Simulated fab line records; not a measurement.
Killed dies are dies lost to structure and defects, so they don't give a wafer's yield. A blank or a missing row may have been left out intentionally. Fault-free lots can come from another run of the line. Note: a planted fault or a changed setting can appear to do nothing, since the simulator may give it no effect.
fab line records + flow n5-finfet
[record]
- lots = 10
- wafers = 27
- last-day = 19
route steps=1938 shown BEOL_M0@718 BEOL_M4@1111 PASSIVATION@1936
lots that met no fault: from a run of the same line without faults
start-h: start of the lot's first displayed wafer, in hours after the record's first day + wait-h: hours elapsed since this lot's preceding step + " repeats the value in the row above + L1.1+2: several wafers, shown together as one row + - no value, or no start given + * or withheld: withheld + < > ~ a bound
route shown NAME@n: NAME is a module with steps in the file, n the number in the route of the first one + usual: the fault-free wafers' mean and standard deviation + same: alike in all rows + chamber/n: place in a boat + sites: per-site readings + _std_site: standard deviation of those values + _edge_site: outer sites' mean less inner sites' + radius-mm: how far each site lies from the wafer's centre + mask NAME#n: copy n + behind: tool/chamber where the wafer was last shaped + hold: cause of the lot's hold/its duration in hours/its outcome + device: the n, p or np transistor that did not switch + end of line: at the end of the route, the tests of the same wafers + a step without rows: its recipe alone + killed: the dies lost at the first sort to structure and to defects; this is not the yield of the wafer + map: a wafer's dies, marking killed ones x, the rest . and places with no die _
set.NAME: the setting as run; set.NAME@STEP: as run at that earlier step + model.NAME: the simulator's own value behind a step, which no gauge read
route steps across a sampled set of lots; one table per step, one row per wafer
services: from which hour (start-h, from the record's first day; less than 0 if before it) a tool's chamber was out of use, for how many hours, and why
[[steps]]
[step N5_BEOL_M0_STRIP_104]
[recipe]
- chemistry = N2/H2
- power-w = 450
- temp-c = 40
- pressure-mtorr = 20
- rf-frequency-hz = 6e+07
- overash-fraction = 0.3
- bias-power-w = 7
- h2-frac = 0.5
- n2-flow-sccm = 200
- h2-flow-sccm = 200
[usual]
- bias-power-w = 6.998/0.021
- drypump-motor-current-A = 5.5/0.36
- oes-product-au = 0.82/0.084
- rf-vpp-V = 59.1/1.7
- showerhead-plenum-p-Torr = 2.54/0.1
- throttle-valve-pct = 23.53/0.27
| lot.wafer | tool        | chamber | start-h | wait-h | bias-power-w | drypump-motor-current-A | oes-product-au | rf-hours-counter-h | rf-vpp-V | showerhead-plenum-p-Torr | throttle-valve-pct |
|-----------|-------------|---------|---------|--------|--------------|-------------------------|----------------|--------------------|----------|--------------------------|--------------------|
| L148.1    | rie-diel-04 | 2       | 126.72  | 0.0    | 6.975        | 5.5                     | 0.83           | 71                 | 62.3     | 2.57                     | 23.13              |
| L148.2    | "           | 0       | "       | "      | 7.019        | 5.1                     | 0.68           | 244                | 60.6     | 2.48                     | 23.53              |
| L148.6    | "           | 0       | "       | "      | 7.002        | 5.1                     | 0.68           | -                  | 56.0     | 2.48                     | 23.52              |
| L149.3    | rie-diel-03 | 0       | 133.52  | 0.0    | 6.973        | 5.4                     | 0.77           | 121                | 56.3     | 2.46                     | 23.48              |
| L149.6    | "           | 2       | "       | "      | 7.039        | 5.6                     | 0.77           | -                  | 57.7     | 2.46                     | 23.76              |
| L150.1    | rie-diel-04 | 1       | 133.83  | 0.0    | 6.974        | 6.5                     | 0.89           | 32                 | 56.7     | 2.48                     | 24.06              |
| L150.5    | "           | 2       | "       | "      | 7.025        | 5.4                     | 0.85           | -                  | 58.5     | 2.56                     | 23.15              |
| L157.1    | rie-diel-04 | 2       | 178.31  | 0.0    | 6.999        | 5.4                     | 0.81           | 93                 | 59.5     | 2.56                     | 23.14              |
| L157.5    | "           | 2       | "       | "      | 6.994        | 5.4                     | 0.81           | -                  | 59.2     | 2.56                     | 23.15              |
| L157.6    | "           | 3       | "       | "      | 6.991        | 5.9                     | 0.95           | -                  | 58.9     | 2.71                     | 23.79              |
| L159.1    | rie-diel-01 | 3       | 187.97  | 0.0    | 7.004        | 4.9                     | 0.91           | 33                 | 59.2     | 2.57                     | 23.22              |
| L159.2    | "           | 1       | "       | "      | 6.974        | 5.3                     | 0.95           | 4                  | 59.0     | 2.61                     | 23.41              |
| L159.4    | "           | 2       | "       | "      | 7.003        | 6.0                     | 0.68           | 244                | 58.0     | 2.39                     | 23.76              |
| L160.1    | rie-diel-01 | 0       | 197.07  | 0.0    | 7.004        | 5.5                     | 0.90           | 21                 | 57.6     | 2.48                     | 23.56              |
| L160.5    | "           | 0       | "       | "      | 6.991        | 5.5                     | 0.89           | -                  | 58.1     | 2.48                     | 23.59              |
| L160.6    | "           | 1       | "       | "      | 6.992        | 5.2                     | 0.92           | -                  | 61.1     | 2.61                     | 23.42              |
| L161.2    | rie-diel-03 | 3       | 200.08  | 0.0    | 7.005        | 5.4                     | 0.79           | 96                 | 61.8     | 2.67                     | 23.42              |
| L161.3    | "           | 0       | "       | "      | 7.021        | 5.3                     | 0.76           | 138                | 60.1     | 2.45                     | 23.51              |
| L161.5    | "           | 0       | "       | "      | 7.007        | 5.4                     | 0.76           | -                  | 56.3     | 2.45                     | 23.49              |
| L164.2    | rie-diel-04 | 3       | 229.26  | 0.0    | 6.961        | 5.9                     | 0.91           | 24                 | 63.2     | 2.70                     | 23.85              |
| L164.4    | "           | 0       | "       | "      | 7.025        | 5.2                     | 0.93           | 3                  | 58.0     | 2.48                     | 23.25              |
| L165.4    | rie-diel-03 | 0       | 234.25  | 0.0    | 6.985        | 5.3                     | 0.75           | 148                | 58.7     | 2.44                     | 23.51              |
| L165.5    | "           | 2       | "       | "      | 7.018        | 5.6                     | 0.74           | -                  | 56.2     | 2.45                     | 23.82              |
| L165.6    | "           | 3       | "       | "      | 7.013        | 5.5                     | 0.80           | -                  | 60.9     | 2.67                     | 23.40              |
| L169.1    | rie-diel-01 | 1       | 250.56  | 0.0    | 7.009        | 5.2                     | 0.88           | 27                 | 58.1     | 2.60                     | 23.48              |
| L169.5    | "           | 1       | "       | "      | 6.999        | 5.2                     | 0.88           | -                  | 58.1     | 2.60                     | 23.43              |
| L169.6    | "           | 0       | "       | "      | 6.963        | 5.5                     | 0.86           | -                  | 60.9     | 2.47                     | 23.63              |
[step N5_BEOL_M0_SPUTTER_116]
[recipe]
- material = Cu
- target-thk-a = 40
- temp-c = -20
- chamber-pressure-pa = 0.07
- power-w = withheld
- time-s = 7.37
[usual]
- chamber-pressure-pa = 0.07003/0.00016
- chuck-gas-flow-sccm = 1.28/0.05
- throttle-valve-pct = 30.3/1.3
| lot.wafer | tool           | chamber | start-h | wait-h | chamber-pressure-pa | chuck-gas-flow-sccm | throttle-valve-pct |
|-----------|----------------|---------|---------|--------|---------------------|---------------------|--------------------|
| L148.1    | pvd-sputter-03 | -       | 128.17  | 0.1    | 0.07011             | 1.28                | 30.1               |
| L148.2    | "              | -       | "       | "      | 0.06996             | 1.28                | 29.1               |
| L148.6    | "              | -       | "       | "      | 0.06974             | 1.28                | 29.2               |
| L149.3    | pvd-sputter-03 | -       | 134.83  | 0.1    | 0.06977             | 1.25                | 30.1               |
| L149.6    | "              | -       | "       | "      | 0.06979             | 1.28                | 30.4               |
| L150.1    | pvd-sputter-02 | -       | 134.93  | 0.1    | 0.06985             | 1.28                | 28.5               |
| L150.5    | "              | -       | "       | "      | 0.06988             | 1.30                | 28.5               |
| L157.1    | pvd-sputter-02 | -       | 180.71  | 0.1    | 0.06966             | 1.21                | 29.5               |
| L157.5    | "              | -       | "       | "      | 0.06986             | 1.32                | 29.2               |
| L157.6    | "              | -       | "       | "      | 0.07021             | 1.30                | 31.6               |
| L159.1    | pvd-sputter-03 | -       | 191.71  | 0.1    | -                   | -                   | -                  |
| L159.2    | "              | -       | "       | "      | -                   | -                   | -                  |
| L159.4    | "              | -       | "       | "      | -                   | -                   | -                  |
| L160.1    | pvd-sputter-03 | -       | 199.10  | 0.6    | -                   | -                   | -                  |
| L160.5    | "              | -       | "       | "      | -                   | -                   | -                  |
| L160.6    | "              | -       | "       | "      | -                   | -                   | -                  |
| L161.2    | pvd-sputter-02 | -       | 201.43  | 0.4    | -                   | -                   | -                  |
| L161.3    | "              | -       | "       | "      | -                   | -                   | -                  |
| L161.5    | "              | -       | "       | "      | -                   | -                   | -                  |
| L164.2    | pvd-sputter-01 | -       | 232.66  | 0.5    | 0.06994             | 1.28                | 30.5               |
| L164.4    | "              | -       | "       | "      | 0.0699              | 1.23                | 32.9               |
| L165.4    | pvd-sputter-02 | -       | 236.66  | 0.0    | 0.06983             | 1.22                | 29.4               |
| L165.5    | "              | -       | "       | "      | 0.07004             | 1.22                | 29.8               |
| L165.6    | "              | -       | "       | "      | 0.06998             | 1.24                | 29.4               |
| L169.1    | pvd-sputter-03 | -       | 253.42  | 1.5    | 0.07001             | 1.27                | 29.1               |
| L169.5    | "              | -       | "       | "      | 0.07013             | 1.31                | 29.4               |
| L169.6    | "              | -       | "       | "      | 0.07008             | 1.32                | 29.0               |
[step N5_BEOL_M0_SPUTTER_134]
[recipe]
- material = Cu
- target-thk-a = 40
- temp-c = -20
- chamber-pressure-pa = 0.07
- power-w = withheld
- time-s = 7.37
[usual]
- chamber-pressure-pa = 0.07002/0.00014
- chuck-gas-flow-sccm = 1.28/0.058
- throttle-valve-pct = 30.3/1.3
| lot.wafer | tool           | chamber | start-h | wait-h | chamber-pressure-pa | chuck-gas-flow-sccm | throttle-valve-pct |
|-----------|----------------|---------|---------|--------|---------------------|---------------------|--------------------|
| L148.1    | pvd-sputter-03 | -       | 128.41  | 0.0    | 0.06981             | 1.30                | 30.4               |
| L148.2    | "              | -       | "       | "      | 0.07003             | 1.22                | 29.1               |
| L148.6    | "              | -       | "       | "      | 0.07                | 1.34                | 29.1               |
| L149.3    | pvd-sputter-03 | -       | 135.07  | 0.0    | 0.07003             | 1.32                | 30.5               |
| L149.6    | "              | -       | "       | "      | 0.06997             | 1.38                | 30.2               |
| L150.1    | pvd-sputter-02 | -       | 135.17  | 0.0    | 0.06992             | 1.33                | 28.7               |
| L150.5    | "              | -       | "       | "      | 0.07018             | 1.29                | 28.2               |
| L157.1    | pvd-sputter-02 | -       | 180.95  | 0.0    | 0.06984             | 1.17                | 29.3               |
| L157.5    | "              | -       | "       | "      | 0.07013             | 1.27                | 29.5               |
| L157.6    | "              | -       | "       | "      | 0.06982             | 1.35                | 31.5               |
| L159.1    | pvd-sputter-03 | -       | 191.95  | 0.0    | 0.06984             | 1.23                | 29.2               |
| L159.2    | "              | -       | "       | "      | 0.07003             | 1.28                | 30.0               |
| L159.4    | "              | -       | "       | "      | 0.06971             | 1.28                | 29.1               |
| L160.1    | pvd-sputter-03 | -       | 199.58  | 0.0    | 0.07004             | 1.13                | 31.1               |
| L160.5    | "              | -       | "       | "      | 0.07009             | 1.21                | 30.1               |
| L160.6    | "              | -       | "       | "      | 0.0699              | 1.19                | 31.1               |
| L161.2    | pvd-sputter-02 | -       | 201.67  | 0.0    | 0.07006             | 1.15                | 29.4               |
| L161.3    | "              | -       | "       | "      | 0.07002             | 1.31                | 31.6               |
| L161.5    | "              | -       | "       | "      | 0.07011             | 1.25                | 29.5               |
| L164.2    | pvd-sputter-01 | -       | 232.90  | 0.0    | 0.0702              | 1.23                | 30.8               |
| L164.4    | "              | -       | "       | "      | 0.07023             | 1.24                | 33.1               |
| L165.4    | pvd-sputter-02 | -       | 236.90  | 0.0    | 0.0699              | 1.34                | 29.4               |
| L165.5    | "              | -       | "       | "      | 0.06989             | 1.17                | 29.7               |
| L165.6    | "              | -       | "       | "      | 0.07                | 1.16                | 29.5               |
| L169.1    | pvd-sputter-03 | -       | 253.66  | 0.0    | 0.06996             | 1.24                | 29.0               |
| L169.5    | "              | -       | "       | "      | 0.06983             | 1.32                | 29.0               |
| L169.6    | "              | -       | "       | "      | 0.06993             | 1.19                | 29.1               |
[step N5_BEOL_M0_PRE_CLEAN_131]
[recipe]
- gas = NH3/H2
- time-s = 15
- temp-c = *
- rf-power-w = 300
[usual]
- heater-power-w = 83/25
| lot.wafer | tool      | chamber | start-h | wait-h | heater-power-w |
|-----------|-----------|---------|---------|--------|----------------|
| L148.1    | cvd-co-01 | 1       | 129.56  | 0.0    | 78             |
| L148.2    | "         | 0       | "       | "      | 78             |
| L148.6    | "         | 0       | "       | "      | 77             |
| L149.3    | cvd-co-02 | 2       | 136.08  | 0.1    | 77             |
| L149.6    | "         | 2       | "       | "      | 77             |
| L150.1    | cvd-co-01 | 2       | 136.33  | 0.0    | 118            |
| L150.5    | "         | 1       | "       | "      | 80             |
| L157.1    | cvd-co-02 | 1       | 182.39  | 0.2    | 110            |
| L157.5    | "         | 2       | "       | "      | 77             |
| L157.6    | "         | 0       | "       | "      | 42             |
| L159.1    | cvd-co-01 | 0       | 193.24  | 0.0    | 77             |
| L159.2    | "         | 2       | "       | "      | 116            |
| L159.4    | "         | 1       | "       | "      | 77             |
| L160.1    | cvd-co-01 | 1       | 200.72  | 0.0    | 77             |
| L160.5    | "         | 1       | "       | "      | 79             |
| L160.6    | "         | 0       | "       | "      | 76             |
| L161.2    | cvd-co-01 | 2       | 202.62  | 0.0    | 117            |
| L161.3    | "         | 1       | "       | "      | 80             |
| L161.5    | "         | 0       | "       | "      | 77             |
| L164.2    | cvd-co-01 | 1       | 233.86  | 0.0    | 79             |
| L164.4    | "         | 2       | "       | "      | 114            |
| L165.4    | cvd-co-02 | 1       | 238.30  | 0.1    | 109            |
| L165.5    | "         | 0       | "       | "      | 42             |
| L165.6    | "         | 2       | "       | "      | 81             |
| L169.1    | cvd-co-01 | 1       | 254.63  | 0.0    | 80             |
| L169.5    | "         | 1       | "       | "      | 80             |
| L169.6    | "         | 2       | "       | "      | 118            |
[step N5_BEOL_M4_RC_MEAS_101]
[usual]
- DIBL_N = 36.5/1.9
- DIBL_P = 36.4/2.2
- IOFF_N = 0.17/0.034
- IOFF_P = 0.21/0.036
- ION_N = 678/12
- ION_P = 462/7.1
- SS_N = 71.7/0.61
- SS_P = 73.4/0.71
- VT_N = 249/3.5
- VT_P = -251/3
| lot.wafer | tool      | chamber | start-h | wait-h | DIBL_N[mV/V] | DIBL_P[mV/V] | IOFF_N[nA/um] | IOFF_P[nA/um] | ION_N[uA/um] | ION_P[uA/um] | SS_N[mV/dec] | SS_P[mV/dec] | VT_N[mV] | VT_P[mV] |
|-----------|-----------|---------|---------|--------|--------------|--------------|---------------|---------------|--------------|--------------|--------------|--------------|----------|----------|
| L148.1    | prober-02 | 0       | 185.35  | 0.0    | 37.6         | 37.9         | 0.16          | 0.23          | 671          | 455          | 71.6         | 73.9         | 248      | -250     |
| L148.2    | "         | 0       | "       | "      | 40.3         | 40.5         | 0.23          | 0.27          | 691          | 471          | 71.8         | 75.4         | 243      | -247     |
| L148.6    | "         | 0       | "       | "      | 36.1         | 35.1         | 0.15          | 0.18          | 666          | 453          | 70.9         | 73.0         | 251      | -253     |
| L149.3    | prober-02 | 0       | 204.51  | 0.3    | 39.2         | 39.0         | 0.22          | 0.23          | 689          | 462          | 72.0         | 74.0         | 246      | -252     |
| L149.6    | "         | 0       | "       | "      | 39.5         | 38.4         | 0.22          | 0.24          | 677          | 464          | 72.4         | 73.7         | 245      | -252     |
| L150.1    | prober-01 | 0       | 208.65  | 0.0    | 32.0         | 31.3         | 0.11          | 0.16          | 660          | 462          | 70.6         | 72.4         | 256      | -253     |
| L150.5    | "         | 0       | "       | "      | 36.2         | 37.0         | 0.19          | 0.25          | 694          | 475          | 71.7         | 73.5         | 246      | -248     |
| L157.1    | prober-02 | 0       | 254.45  | 0.0    | 34.8         | 36.8         | 0.14          | 0.22          | 680          | 472          | 71.0         | 72.4         | 249      | -247     |
| L157.5    | "         | 0       | "       | "      | 35.9         | 37.5         | 0.16          | 0.22          | 672          | 464          | 72.0         | 72.7         | 249      | -249     |
| L157.6    | "         | 0       | "       | "      | 38.4         | 41.5         | 0.22          | 0.30          | 706          | 483          | 72.2         | 73.6         | 243      | -243     |
| L159.1    | prober-01 | 0       | 276.51  | 0.0    | 38.7         | 36.9         | 0.17          | 0.20          | 686          | 460          | 71.9         | 73.5         | 248      | -252     |
| L159.2    | "         | 0       | "       | "      | 37.4         | 35.4         | 0.15          | 0.18          | 657          | 455          | 71.2         | 73.8         | 254      | -254     |
| L159.4    | "         | 0       | "       | "      | 39.8         | 39.0         | 0.20          | 0.24          | 690          | 466          | 72.5         | 74.3         | 249      | -252     |
| L161.2    | prober-02 | 0       | 282.68  | 0.2    | 39.9         | 40.4         | 0.25          | 0.28          | 707          | 470          | 72.9         | 75.2         | 245      | -248     |
| L161.3    | "         | 0       | "       | "      | 35.5         | 34.8         | 0.16          | 0.19          | 663          | 453          | 71.0         | 73.6         | 251      | -251     |
| L161.5    | "         | 0       | "       | "      | 37.2         | 36.8         | 0.18          | 0.23          | 674          | 462          | 72.1         | 74.4         | 249      | -249     |
| L160.1    | prober-01 | 0       | 289.49  | 0.0    | 37.5         | 36.2         | 0.16          | 0.18          | 668          | 446          | 72.7         | 73.4         | 253      | -259     |
| L160.5    | "         | 0       | "       | "      | 38.6         | 39.0         | 0.19          | 0.22          | 682          | 451          | 71.7         | 73.4         | 247      | -252     |
| L160.6    | "         | 0       | "       | "      | 37.2         | 37.2         | 0.16          | 0.19          | 672          | 452          | 72.5         | 73.2         | 254      | -253     |
| L164.2    | prober-01 | 0       | 299.99  | 0.2    | 36.4         | 37.1         | 0.16          | 0.21          | 674          | 459          | 71.1         | 73.2         | 250      | -251     |
| L164.4    | "         | 0       | "       | "      | 36.3         | 36.7         | 0.17          | 0.21          | 700          | 474          | 71.9         | 73.1         | 247      | -251     |
| L165.4    | prober-01 | 0       | 307.56  | 0.5    | 33.3         | 34.4         | 0.14          | 0.16          | 686          | 462          | 72.0         | 72.5         | 250      | -254     |
| L165.5    | "         | 0       | "       | "      | 33.8         | 34.5         | 0.12          | 0.16          | 662          | 455          | 71.7         | 73.3         | 254      | -253     |
| L165.6    | "         | 0       | "       | "      | 35.5         | 36.3         | 0.16          | 0.19          | 674          | 456          | 71.9         | 73.9         | 250      | -253     |
| L169.1    | prober-01 | 0       | 333.86  | 0.0    | 33.3         | 33.5         | 0.13          | 0.15          | 663          | 460          | 71.1         | 72.2         | 250      | -253     |
| L169.5    | "         | 0       | "       | "      | 37.5         | 38.2         | 0.19          | 0.21          | 677          | 459          | 72.0         | 73.9         | 248      | -250     |
| L169.6    | "         | 0       | "       | "      | 36.8         | 36.7         | 0.18          | 0.20          | 680          | 460          | 71.3         | 73.4         | 244      | -252     |
[step N5_PASSIVATION_PROBE_49]
[usual]
- defect-limited-yield = 91.0/1.5
- killed_at_M0_to_M3 = 35/11
- killed_at_M4_up = 13/5
- killed-at-contacts = 12/5.9
- killed-at-front-end = 42/13
- killed-at-other = 3/3.2
- killed-dies = 106/18
- killed-open = 69/13
- killed-short = 35/8.9
- sort_bin_5_function = 5.2/0.95
- sort_bin_6_memory = 3.3/0.71
- sort-n-pass = 1074/18
- sort-yield-pct = 91.0/1.5
[same]
- gross-dies = 1180
- killed-at-back-side = 0
- sort_bin_4_leakage[%] = 0
- sort_bin_8_speed[%] = 0
| lot.wafer | tool      | chamber | start-h | wait-h | defect-limited-yield[%] | killed_at_M0_to_M3 | killed_at_M4_up | killed-at-contacts | killed-at-front-end | killed-at-other | killed-dies | killed-open | killed-short | sort_bin_5_function[%] | sort_bin_6_memory[%] | sort-n-pass | sort-yield-pct[%] |
|-----------|-----------|---------|---------|--------|-------------------------|--------------------|-----------------|--------------------|---------------------|-----------------|-------------|-------------|--------------|------------------------|----------------------|-------------|-------------------|
| L159.1    | prober-02 | -       | 377.11  | 0.1    | 87.5                    | 75                 | 20              | 10                 | 36                  | 6               | 147         | 66          | 30           | 7.5                    | 4.9                  | 1033        | 87.5              |
| L159.2    | prober-02 | -       | 377.16  | 0.2    | 85.8                    | 85                 | 11              | 22                 | 39                  | 11              | 168         | 76          | 39           | 8.2                    | 5.4                  | 1012        | 85.8              |
| L159.4    | prober-02 | -       | 377.26  | 0.3    | 87.2                    | 70                 | 22              | 15                 | 40                  | 4               | 151         | 70          | 40           | 7.2                    | 5.2                  | 1029        | 87.2              |
| L161.2    | prober-01 | -       | 392.09  | 0.1    | 87.4                    | 72                 | 13              | 7                  | 54                  | 3               | 149         | 69          | 37           | 8.4                    | 4.0                  | 1031        | 87.4              |
| L161.3    | prober-01 | -       | 392.14  | 0.1    | 86.9                    | 76                 | 13              | 8                  | 47                  | 10              | 154         | 75          | 27           | 7.5                    | 4.9                  | 1026        | 86.9              |
| L161.5    | prober-01 | -       | 392.24  | 0.2    | 87.3                    | 84                 | 15              | 16                 | 31                  | 4               | 150         | 69          | 28           | 7.2                    | 5.2                  | 1030        | 87.3              |
| L160.1    | prober-01 | -       | 409.01  | 0.0    | 86.6                    | 88                 | 9               | 18                 | 39                  | 4               | 158         | 73          | 32           | 7.5                    | 5.7                  | 1022        | 86.6              |
| L160.5    | prober-01 | -       | 409.21  | 0.2    | 86.0                    | 69                 | 11              | 14                 | 69                  | 2               | 165         | 90          | 29           | 7.9                    | 5.8                  | 1015        | 86.0              |
| L160.6    | prober-01 | -       | 409.26  | 0.3    | 88.1                    | 81                 | 10              | 4                  | 44                  | 1               | 140         | 60          | 23           | 7.0                    | 4.2                  | 1040        | 88.1              |
// killed by level:class
L159.1 BEOL_M0:interface-void-opened=50 STI_FIN_REVEAL:geometric-particle:open=13 MOL_CONTACT_COAG:geometric-particle:open=10 BEOL_M0_SAQP:geometric-particle:open=8 BEOL_M0_SAQP:geometric-particle:short=7 FIN_SAQP:geometric-particle:open=5 FIN_SAQP:geometric-particle:short=4 GATE_CUT:geometric-particle:short=4
L159.2 BEOL_M0:interface-void-opened=52 MOL_CONTACT_COAG:geometric-particle:open=16 STI_FIN_REVEAL:geometric-particle:open=10 GATE_CUT:geometric-particle:short=8 BEOL_M0_SAQP:geometric-particle:open=8 BEOL_M0_SAQP:geometric-particle:short=8 MOL_CONTACT_COAG:geometric-particle:short=6 BEOL_M4:geometric-particle:open=6
L159.4 BEOL_M0:interface-void-opened=40 BEOL_M4:geometric-particle:open=10 STI_FIN_REVEAL:geometric-particle:open=8 MOL_CONTACT_COAG:geometric-particle:open=8 BEOL_M2:geometric-particle:open=8 BEOL_M3:geometric-particle:open=8 GATE_CUT:geometric-particle:short=7 MOL_CONTACT_COAG:geometric-particle:short=7
L161.2 BEOL_M0:interface-void-opened=43 FIN_SAQP:geometric-particle:open=17 FIN_SAQP:geometric-particle:short=8 DUMMY_GATE:geometric-particle:open=7 STI_FIN_REVEAL:geometric-particle:open=6 BEOL_M1:geometric-particle:open=5 BEOL_M6:geometric-particle:open=5 GATE_CUT:geometric-particle:short=5
L161.3 BEOL_M0:interface-void-opened=49 FIN_SAQP:geometric-particle:open=18 BEOL_M3:geometric-particle:open=11 STI_FIN_REVEAL:geometric-particle:open=10 MOL_CONTACT_COAG:geometric-particle:open=6 FIN_SAQP:geometric-particle:short=5 BEOL_M0_SAQP:geometric-particle:short=5 BEOL_M4:geometric-particle:open=5
L161.5 BEOL_M0:interface-void-opened=53 FIN_SAQP:geometric-particle:open=13 MOL_CONTACT_COAG:geometric-particle:open=12 BEOL_M4:geometric-particle:open=10 BEOL_M1:geometric-particle:open=7 BEOL_M3:geometric-particle:open=7 FIN_SAQP:geometric-particle:short=5 MOL_CONTACT_COAG:geometric-particle:short=4
L160.1 BEOL_M0:interface-void-opened=52 MOL_CONTACT_COAG:geometric-particle:open=12 FIN_SAQP:geometric-particle:open=11 BEOL_M0_SAQP:geometric-particle:short=10 DUMMY_GATE:geometric-particle:open=9 FIN_SAQP:geometric-particle:short=6 BEOL_M0_SAQP:geometric-particle:open=6 BEOL_M1:geometric-particle:open=6
L160.5 BEOL_M0:interface-void-opened=43 FIN_SAQP:geometric-particle:open=26 MOL_CONTACT_COAG:geometric-particle:open=13 FIN_SAQP:geometric-particle:short=9 STI_FIN_REVEAL:geometric-particle:open=9 BEOL_M0_SAQP:geometric-particle:open=8 DUMMY_GATE:geometric-particle:open=7 GATE_CUT:geometric-particle:short=5
L160.6 BEOL_M0:interface-void-opened=55 FIN_SAQP:geometric-particle:open=12 DUMMY_GATE:geometric-particle:open=8 BEOL_M2:geometric-particle:open=8 BEOL_M4:geometric-particle:open=5 BEOL_M0_SAQP:geometric-particle:short=5 MOL_CONTACT_COAG:geometric-particle:open=4 FIN_SAQP:geometric-particle:short=4
[[services]]
| tool           | chamber | start-h | hours | kind                          |
|----------------|---------|---------|-------|-------------------------------|
| pvd-sputter-02 | -       | 111.05  | 11.4  | repair                        |
| rie-diel-03    | -       | 111.08  | 2.8   | pm                            |
| pvd-sputter-01 | -       | 117.23  | 4.4   | repair                        |
| pvd-sputter-01 | -       | 123.44  | 20.3  | repair                        |
| pvd-sputter-02 | -       | 125.09  | 1.1   | repair                        |
| rie-diel-04    | 3       | 128.01  | -     | clean                         |
| rie-diel-04    | 3       | 128.01  | -     | consumable-replace:focus-ring |
| rie-diel-04    | 3       | 128.01  | -     | consumable-replace:showerhead |
| rie-diel-04    | 3       | 128.01  | 28.4  | scheduled-down                |
| rie-diel-04    | 3       | 128.01  | 28.4  | vent-cycle                    |
| rie-diel-03    | 1       | 141.39  | 6.8   | repair                        |
| cvd-co-01      | -       | 143.79  | 1.0   | repair                        |
| rie-diel-03    | 0       | 149.41  | 9.5   | repair                        |
| pvd-sputter-03 | -       | 157.03  | 5.4   | repair                        |
| rie-diel-04    | 2       | 165.85  | 1.5   | repair                        |
| rie-diel-04    | 0       | 170.71  | 17.3  | repair                        |
| cvd-co-01      | -       | 178.62  | 0.5   | repair                        |
| rie-diel-01    | 3       | 183.63  | 4.1   | repair                        |
| rie-diel-04    | 0       | 188.21  | -     | clean                         |
| rie-diel-04    | 0       | 188.21  | -     | consumable-replace:focus-ring |
| rie-diel-04    | 0       | 188.21  | 24.3  | scheduled-down                |
| cvd-co-01      | -       | 219.89  | 0.2   | repair                        |
| pvd-sputter-02 | -       | 229.10  | 4.9   | repair                        |
| rie-diel-01    | 2       | 246.55  | 8.5   | repair                        |
[[key]]
[first-sign]
- step = N5_BEOL_M0_SPUTTER_116
- reading = tool-record
- direction = missing
[effect]
- step = N5_PASSIVATION_PROBE_49
- reading = killed_at_M0_to_M3
- direction = up
- sigmas = 3.9
- usual = 35
- struck = 78
met-at N5_BEOL_M0_SPUTTER_116
struck-lots L159,L160,L161
not-acting-at N5_BEOL_M0_STRIP_104,N5_BEOL_M0_SPUTTER_134,N5_BEOL_M0_PRE_CLEAN_131
onset-between 180.71 191.71
[fault]
- kind = skipped-step-whole
- tool = pvd-sputter-02,pvd-sputter-03
- chamber = -
- onset-h = 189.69
- steps = N5_BEOL_M0_SPUTTER_116
- scope = struck-lots-only
